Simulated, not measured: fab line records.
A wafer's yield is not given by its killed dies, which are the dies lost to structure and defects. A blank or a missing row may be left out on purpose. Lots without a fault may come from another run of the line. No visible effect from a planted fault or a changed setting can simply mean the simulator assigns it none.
Which tool did it?    flow nand-harc    69 wafers from 23 lots sampled at 6 of the route's 1302 steps

WHAT THE GAUGES READ, wafer by wafer
The record holds no reading of a measuring or inspecting step that can be judged against a usual standard deviation.

WHAT TOOL EACH LOT RAN ON (gives the tool, then ch and the chambers of the sampled wafers, and finally the start)
lot   NHARC_A_CHANNEL_HOLE_D2_ETCH_44     NHARC_A_CHANNEL_FILL_D2_ALD_03                  NHARC_A_CHANNEL_FILL_D2_ALD_16    NHARC_A_CHANNEL_FILL_D2_CMP_10  NHARC_A_STAIRCASE_TRIM_12           NHARC_A_STAIRCASE_TRIM_18
L074  rie-diel-03 ch 0,1,3, day 13 10:28  ald-sin-batch-03 ch 0, day 14 02:19 or earlier  ald-hk-03 ch 2,3, day 14 02:19    cmp-03 ch 1,2, day 15 13:45     rie-diel-12 ch 1,2,3, day 15 18:04  rie-diel-12 ch 2,3, no start
L076  rie-diel-02 ch 0,1, day 14 10:14    ald-sin-batch-01 ch 0, day 15 00:09 or earlier  ald-hk-02 ch 0,1,2, day 15 00:09  cmp-02 ch 1,3, day 16 11:26     rie-diel-09 ch 1,2, day 16 14:59    rie-diel-09 ch 0,1,2, no start
L077  rie-diel-03 ch 1,2,3, day 14 15:16  ald-sin-batch-01 ch 0, day 15 04:38 or earlier  ald-hk-01 ch 0,2,3, day 15 04:38  cmp-02 ch 0,1,2, day 16 17:06   rie-diel-06 ch 1,2, day 16 21:01    rie-diel-06 ch 0,1,3, no start
L078  rie-diel-03 ch 0,1, day 14 21:50    ald-sin-batch-01 ch 0, day 15 11:20 or earlier  ald-hk-03 ch 1,2, day 15 11:20    cmp-04 ch 1,2,3, day 16 23:25   rie-diel-12 ch 0,1, day 17 02:59    rie-diel-12 ch 0,2,3, no start
L079  rie-diel-11 ch 2,3, day 15 11:18    ald-sin-batch-01 ch 0, day 16 00:48 or earlier  ald-hk-01 ch 1,3, day 16 00:48    cmp-04 ch 0,2, day 17 13:16     rie-diel-12 ch 1,2, day 17 16:53    rie-diel-12 ch 1,2, no start
L081  rie-diel-02 ch 1,2,3, day 16 07:26  ald-sin-batch-01 ch 0, day 16 21:11 or earlier  ald-hk-03 ch 0,1, day 16 21:11    cmp-04 ch 1,2,3, day 18 09:07   rie-diel-12 ch 0,1,2, day 18 12:41  rie-diel-12 ch 0,3, no start
L075  rie-diel-11 ch 1,2,3, day 16 07:43  ald-sin-batch-01 ch 0, day 16 21:21 or earlier  ald-hk-03 ch 0,2,3, day 16 21:21  cmp-02 ch 0,1,2, day 18 09:07   rie-diel-06 ch 0,2,3, day 18 12:50  rie-diel-06 ch 0,1,2, no start
L080  rie-diel-03 ch 1,2,3, day 16 12:15  ald-sin-batch-01 ch 0, day 17 01:41 or earlier  ald-hk-03 ch 0,1,3, day 17 01:41  cmp-02 ch 1,2, day 18 19:22     rie-diel-09 ch 0,2, day 18 22:56    rie-diel-09 ch 1,3, no start
L082  rie-diel-02 ch 0,1,2, day 16 15:46  ald-sin-batch-02 ch 0, day 17 05:05 or earlier  ald-hk-03 ch 1,2,3, day 17 05:05  cmp-03 ch 0,2,3, day 18 16:07   rie-diel-09 ch 0,2,3, day 18 19:46  rie-diel-09 ch 0,2,3, no start
L083  rie-diel-02 ch 1,2,3, day 17 02:08  ald-sin-batch-01 ch 0, day 17 17:35 or earlier  ald-hk-03 ch 0,1,2, day 17 17:35  cmp-02 ch 0,2,3, day 19 04:59   rie-diel-09 ch 0,1,3, day 19 09:17  rie-diel-09 ch 2,3, no start
L084  rie-diel-03 ch 0,3, day 17 06:17    ald-sin-batch-03 ch 0, day 17 17:35 or earlier  ald-hk-02 ch 0,1, day 17 17:35    cmp-03 ch 1,2, day 19 04:58     rie-diel-06 ch 0,1,3, day 19 08:27  rie-diel-06 ch 1,2,3, no start
L085  rie-diel-02 ch 0,1,2, day 18 04:38  ald-sin-batch-02 ch 0, day 18 20:11 or earlier  ald-hk-01 ch 0,1,2, day 18 20:11  cmp-04 ch 0,1,3, day 20 07:38   rie-diel-06 ch 0,2, day 20 10:56    rie-diel-06 ch 0,2, no start
L086  rie-diel-03 ch 0,3, day 18 05:31    ald-sin-batch-02 ch 0, day 18 20:23 or earlier  ald-hk-01 ch 0,1,2, day 18 20:23  cmp-02 ch 1,3, day 20 07:37     rie-diel-09 ch 1,2,3, day 20 11:31  rie-diel-09 ch 0,2,3, no start
L087  rie-diel-02 ch 1,2, day 19 11:40    ald-sin-batch-01 ch 0, day 20 01:08 or earlier  ald-hk-02 ch 0,2, day 20 01:08    cmp-04 ch 1,2, day 21 12:20     rie-diel-12 ch 0,2, day 21 15:50    rie-diel-12 ch 0,1, no start
L090  rie-diel-03 ch 1,3, day 19 16:43    ald-sin-batch-01 ch 0, day 20 06:07 or earlier  ald-hk-01 ch 2,3, day 20 06:07    cmp-03 ch 0,1,2, day 21 21:06   rie-diel-09 ch 2,3, day 22 02:51    rie-diel-09 ch 0,3, no start
L089  rie-diel-02 ch 0,1,3, day 19 19:50  ald-sin-batch-03 ch 0, day 20 09:17 or earlier  ald-hk-01 ch 2,3, day 20 09:17    cmp-04 ch 1,2, day 21 21:04     rie-diel-09 ch 1,3, day 22 02:46    rie-diel-09 ch 0,2, no start
L088  rie-diel-11 ch 1,2,3, day 19 20:53  ald-sin-batch-03 ch 0, day 20 09:20 or earlier  ald-hk-02 ch 0,2,3, day 20 09:20  cmp-02 ch 2,3, day 21 21:06     rie-diel-09 ch 0,1,3, day 22 02:43  rie-diel-09 ch 0,1,2, no start
L092  rie-diel-02 ch 1,2,3, day 20 09:59  ald-sin-batch-02 ch 0, day 21 00:01 or earlier  ald-hk-02 ch 0,2,3, day 21 00:01  cmp-02 ch 0,2,3, day 22 10:47   rie-diel-12 ch 1,2,3, day 22 14:37  rie-diel-12 ch 0,2,3, no start
L091  rie-diel-11 ch 1,3, day 20 10:41    ald-sin-batch-02 ch 0, day 21 00:00 or earlier  ald-hk-03 ch 0,1, day 21 00:00    cmp-03 ch 0,1,3, day 22 10:47   rie-diel-12 ch 0,2, day 22 14:57    rie-diel-12 ch 0,2,3, no start
L093  rie-diel-02 ch 0,2, day 21 03:17    ald-sin-batch-03 ch 0, day 21 18:04 or earlier  ald-hk-02 ch 0,3, day 21 18:04    cmp-04 ch 0,2,3, day 23 06:38   rie-diel-09 ch 2,3, day 23 10:08    rie-diel-09 ch 1,2, no start
L094  rie-diel-11 ch 0,3, day 22 00:57    ald-sin-batch-02 ch 0, day 22 14:35 or earlier  ald-hk-02 ch 0,1, day 22 14:35    cmp-02 ch 2,3, day 24 01:56     rie-diel-09 ch 2,3, day 24 05:31    rie-diel-09 ch 2,3, no start
L096  rie-diel-11 ch 0,1,2, day 22 05:06  ald-sin-batch-03 ch 0, day 22 19:52 or earlier  ald-hk-02 ch 1,2, day 22 19:52    cmp-04 ch 0,3, day 24 07:17     rie-diel-12 ch 1,2,3, day 24 10:50  rie-diel-12 ch 1,2, no start
L097  rie-diel-03 ch 0,1,3, day 22 14:59  ald-sin-batch-03 ch 0, day 23 05:31 or earlier  ald-hk-03 ch 2,3, day 23 05:31    cmp-04 ch 1,3, day 24 14:13     rie-diel-09 ch 0,1,2, day 24 18:20  rie-diel-09 ch 0,2,3, no start
- NHARC_A_CHANNEL_HOLE_D2_ETCH_44: etches the open film in CF4/O2, target depth 140 nm, overetch 14 nm, time 77 s.
- NHARC_A_CHANNEL_FILL_D2_ALD_03: deposits SiNx, target thk 6 nm, pulse time 60 s, ald cycles 58.
- NHARC_A_CHANNEL_FILL_D2_ALD_16: deposits SiO2, target thk 1.5 nm, pulse time 10 s, ald cycles 15.
- NHARC_A_CHANNEL_FILL_D2_CMP_10: polishes, target thk 150 nm.
- NHARC_A_STAIRCASE_TRIM_12: chemistry O2, time 211.2 s.
- NHARC_A_STAIRCASE_TRIM_18: chemistry O2, time 211.2 s.

AS READ BY THE TOOLS THEMSELVES (means over the sampled wafers that have a number; for cases with no such wafer, the mark the record gives instead)
NHARC_A_CHANNEL_HOLE_D2_ETCH_44.
lot   tool         bias-w (W)  drypump-motor-current-A (A)  o2-flow-sccm (sccm)  oes-product-au (a.u.)  rf-vpp-V (V)  showerhead-plenum-p-Torr (Torr)  throttle-valve-pct (%)
L074  rie-diel-03  100.14      5.6                          20.00                1.006                  199.5         1.41                             13.393
L076  rie-diel-02  100.11      6.0                          19.93                1.010                  198.6         1.38                             13.404
L077  rie-diel-03  99.91       5.7                          19.96                1.004                  197.0         1.35                             13.408
L078  rie-diel-03  100.08      5.6                          20.05                1.004                  199.9         1.42                             13.395
L079  rie-diel-11  99.96       6.2                          20.02                0.998                  198.2         1.33                             13.393
L081  rie-diel-02  99.70       6.1                          20.02                1.008                  197.5         1.36                             13.395
L075  rie-diel-11  100.25      5.7                          19.99                1.001                  198.3         1.35                             13.389
L080  rie-diel-03  99.92       5.7                          20.05                0.997                  198.4         1.35                             13.401
L082  rie-diel-02  100.14      6.1                          19.94                1.008                  199.1         1.38                             13.392
L083  rie-diel-02  99.83       6.1                          20.00                1.015                  199.3         1.36                             13.397
L084  rie-diel-03  100.12      5.3                          19.98                0.997                  199.4         1.42                             13.399
L085  rie-diel-02  99.77       6.1                          19.99                1.002                  198.8         1.38                             13.395
L086  rie-diel-03  100.02      5.6                          19.99                0.997                  200.5         1.40                             13.398
L087  rie-diel-02  100.15      6.1                          20.01                1.007                  198.1         1.37                             13.406
L090  rie-diel-03  100.23      5.9                          19.92                1.009                  198.5         1.40                             13.409
L089  rie-diel-02  100.12      6.1                          20.03                1.000                  198.3         1.36                             13.396
L088  rie-diel-11  100.01      5.7                          20.02                0.990                  198.1         1.35                             13.405
L092  rie-diel-02  100.18      6.1                          19.99                1.008                  198.2         1.36                             13.405
L091  rie-diel-11  100.20      6.0                          19.99                0.986                  198.3         1.33                             13.395
L093  rie-diel-02  100.34      6.0                          20.02                1.003                  199.1         1.40                             13.400
L094  rie-diel-11  100.10      6.0                          20.00                0.996                  196.9         1.29                             13.401
L096  rie-diel-11  100.17      5.5                          19.97                0.995                  197.4         1.34                             13.403
L097  rie-diel-03  99.93       5.6                          20.02                1.001                  200.9         1.41                             13.391

NHARC_A_CHANNEL_FILL_D2_ALD_03.
lot   tool              precursor-pulse-height-rel
L074  ald-sin-batch-03  1.005
L076  ald-sin-batch-01  1.000
L077  ald-sin-batch-01  1.022
L078  ald-sin-batch-01  0.996
L079  ald-sin-batch-01  0.987
L081  ald-sin-batch-01  0.977
L075  ald-sin-batch-01  0.997
L080  ald-sin-batch-01  0.991
L082  ald-sin-batch-02  1.004
L083  ald-sin-batch-01  0.995
L084  ald-sin-batch-03  0.982
L085  ald-sin-batch-02  0.997
L086  ald-sin-batch-02  0.986
L087  ald-sin-batch-01  1.000
L090  ald-sin-batch-01  0.990
L089  ald-sin-batch-03  1.005
L088  ald-sin-batch-03  0.995
L092  ald-sin-batch-02  0.999
L091  ald-sin-batch-02  1.004
L093  ald-sin-batch-03  1.003
L094  ald-sin-batch-02  0.990
L096  ald-sin-batch-03  1.011
L097  ald-sin-batch-03  1.022

NHARC_A_CHANNEL_FILL_D2_ALD_16.
lot   tool       heater-power-w (W)  precursor-pulse-height-rel
L074  ald-hk-03  456                 1.012
L076  ald-hk-02  429                 0.999
L077  ald-hk-01  413                 0.989
L078  ald-hk-03  481                 0.995
L079  ald-hk-01  379                 0.997
L081  ald-hk-03  491                 0.988
L075  ald-hk-03  459                 0.994
L080  ald-hk-03  480                 0.972
L082  ald-hk-03  468                 0.987
L083  ald-hk-03  489                 1.021
L084  ald-hk-02  361                 0.980
L085  ald-hk-01  393                 1.013
L086  ald-hk-01  396                 0.993
L087  ald-hk-02  435                 1.006
L090  ald-hk-01  423                 0.989
L089  ald-hk-01  394                 1.010
L088  ald-hk-02  452                 0.988
L092  ald-hk-02  456                 0.991
L091  ald-hk-03  475                 1.012
L093  ald-hk-02  441                 1.005
L094  ald-hk-02  359                 1.008
L096  ald-hk-02  379                 0.987
L097  ald-hk-03  458                 0.986

NHARC_A_CHANNEL_FILL_D2_CMP_10.
lot   tool    motor-current-A (A)  time-to-endpoint-s (s)
L074  cmp-03  10.6                 17.0
L076  cmp-02  11.6                 12.6
L077  cmp-02  12.2                 16.4
L078  cmp-04  10.6                 10.2
L079  cmp-04  11.5                 12.9
L081  cmp-04  10.8                 16.5
L075  cmp-02  12.5                 15.1
L080  cmp-02  12.6                 15.3
L082  cmp-03  12.1                 16.6
L083  cmp-02  11.7                 14.4
L084  cmp-03  10.8                 13.6
L085  cmp-04  12.7                 17.6
L086  cmp-02  12.2                 14.7
L087  cmp-04  10.5                 13.8
L090  cmp-03  11.8                 16.2
L089  cmp-04  10.9                 12.1
L088  cmp-02  11.6                 14.2
L092  cmp-02  11.4                 14.3
L091  cmp-03  12.4                 17.9
L093  cmp-04  12.0                 15.3
L094  cmp-02  11.4                 15.7
L096  cmp-04  11.8                 14.4
L097  cmp-04  11.3                 13.7

NHARC_A_STAIRCASE_TRIM_12.
lot   tool         drypump-motor-current-A (A)  o2-flow-sccm (sccm)  oes-product-au (a.u.)  rf-vpp-V (V)  showerhead-plenum-p-Torr (Torr)  throttle-valve-pct (%)
L074  rie-diel-12  6.0                          500.2                1.001                  57.1          3.33                             17.046
L076  rie-diel-09  5.9                          501.0                0.998                  57.8          3.45                             17.032
L077  rie-diel-06  5.1                          500.2                0.999                  57.6          3.67                             17.031
L078  rie-diel-12  6.4                          499.4                1.003                  57.6          3.51                             17.038
L079  rie-diel-12  6.2                          500.6                0.992                  56.8          3.34                             17.032
L081  rie-diel-12  6.1                          499.9                0.996                  58.0          3.43                             17.040
L075  rie-diel-06  5.2                          501.3                1.000                  57.8          3.38                             17.041
L080  rie-diel-09  5.7                          499.9                0.989                  57.8          3.45                             17.042
L082  rie-diel-09  5.9                          500.7                0.987                  57.3          3.61                             17.033
L083  rie-diel-09  6.1                          500.0                1.000                  58.0          3.75                             17.035
L084  rie-diel-06  5.3                          500.4                0.988                  57.4          3.47                             17.032
L085  rie-diel-06  5.1                          499.8                1.003                  57.8          3.42                             17.035
L086  rie-diel-09  6.1                          500.1                0.988                  58.1          3.59                             17.049
L087  rie-diel-12  5.7                          499.6                1.001                  57.7          3.42                             17.036
L090  rie-diel-09  5.8                          499.1                1.004                  58.0          3.44                             17.034
L089  rie-diel-09  6.3                          498.0                1.005                  57.9          3.74                             17.039
L088  rie-diel-09  6.1                          501.1                1.004                  57.4          3.74                             17.032
L092  rie-diel-12  6.0                          501.7                1.008                  57.0          3.48                             17.038
L091  rie-diel-12  5.7                          499.3                1.001                  58.2          3.41                             17.034
L093  rie-diel-09  6.0                          501.8                0.997                  57.5          3.59                             17.034
L094  rie-diel-09  5.8                          499.5                0.997                  57.7          3.43                             17.042
L096  rie-diel-12  5.9                          500.3                1.008                  57.3          3.47                             17.044
L097  rie-diel-09  5.9                          499.7                0.998                  59.0          3.58                             17.037

NHARC_A_STAIRCASE_TRIM_18.
lot   tool         drypump-motor-current-A (A)  o2-flow-sccm (sccm)  oes-product-au (a.u.)  rf-vpp-V (V)  showerhead-plenum-p-Torr (Torr)  throttle-valve-pct (%)
L074  rie-diel-12  5.6                          501.3                0.999                  57.0          3.33                             17.030
L076  rie-diel-09  5.9                          499.6                0.995                  57.4          3.61                             17.031
L077  rie-diel-06  5.3                          499.1                1.006                  57.7          3.48                             17.043
L078  rie-diel-12  5.8                          499.9                1.006                  57.6          3.41                             17.040
L079  rie-diel-12  6.2                          499.7                1.001                  57.0          3.34                             17.037
L081  rie-diel-12  6.0                          501.0                1.009                  57.2          3.38                             17.038
L075  rie-diel-06  5.2                          501.2                0.994                  57.4          3.53                             17.041
L080  rie-diel-09  6.3                          499.1                0.998                  58.0          3.74                             17.032
L082  rie-diel-09  5.9                          501.3                0.996                  58.5          3.61                             17.033
L083  rie-diel-09  5.8                          498.2                0.983                  57.1          3.45                             17.047
L084  rie-diel-06  5.2                          499.7                1.000                  57.7          3.51                             17.028
L085  rie-diel-06  5.2                          500.2                0.990                  57.9          3.39                             17.035
L086  rie-diel-09  5.9                          500.5                0.992                  58.8          3.60                             17.044
L087  rie-diel-12  6.4                          498.1                1.001                  57.7          3.49                             17.048
L090  rie-diel-09  6.2                          499.0                1.003                  58.1          3.75                             17.033
L089  rie-diel-09  5.8                          500.1                1.006                  57.7          3.60                             17.043
L088  rie-diel-09  5.9                          500.2                1.005                  58.0          3.59                             17.027
L092  rie-diel-12  5.9                          500.9                1.000                  57.2          3.57                             17.046
L091  rie-diel-12  5.8                          500.5                1.011                  58.4          3.57                             17.037
L093  rie-diel-09  6.1                          499.7                0.994                  58.4          3.57                             17.040
L094  rie-diel-09  5.8                          499.8                0.999                  57.6          3.43                             17.032
L096  rie-diel-12  6.2                          499.6                1.015                  56.8          3.31                             17.032
L097  rie-diel-09  5.9                          497.4                1.007                  57.4          3.58                             17.040

THE ANSWER, worked out from the rows above alone
Rule: what is usual is taken from the lots themselves. The widest of any qualifying gaps counts: lots, ordered by their means at a reading, are off when they make up no more than a third of the lots, leave a main group of 4 or more, and stand apart from it by 3 or more times the standard deviation of that group's means. The tables above print the reading to a certain number of digits; a main group whose means all agree to those digits is not used. Also off: a lot with no number at a reading for which 4 or more lots have one. Where the step has rows for the other lots, those lots are counted as sound. After the gauges, taken in route order, come the tools' own readings; for these a lot's mean is taken, as printed above. The first step at which some lot is off is used, and at that step the reading that is off furthest; a lot without a number counts as furthest.
Across all readings shown, no lot is off: no conclusion can be drawn from this.

WHAT HAD BEEN PUT IN BY THE SIMULATOR
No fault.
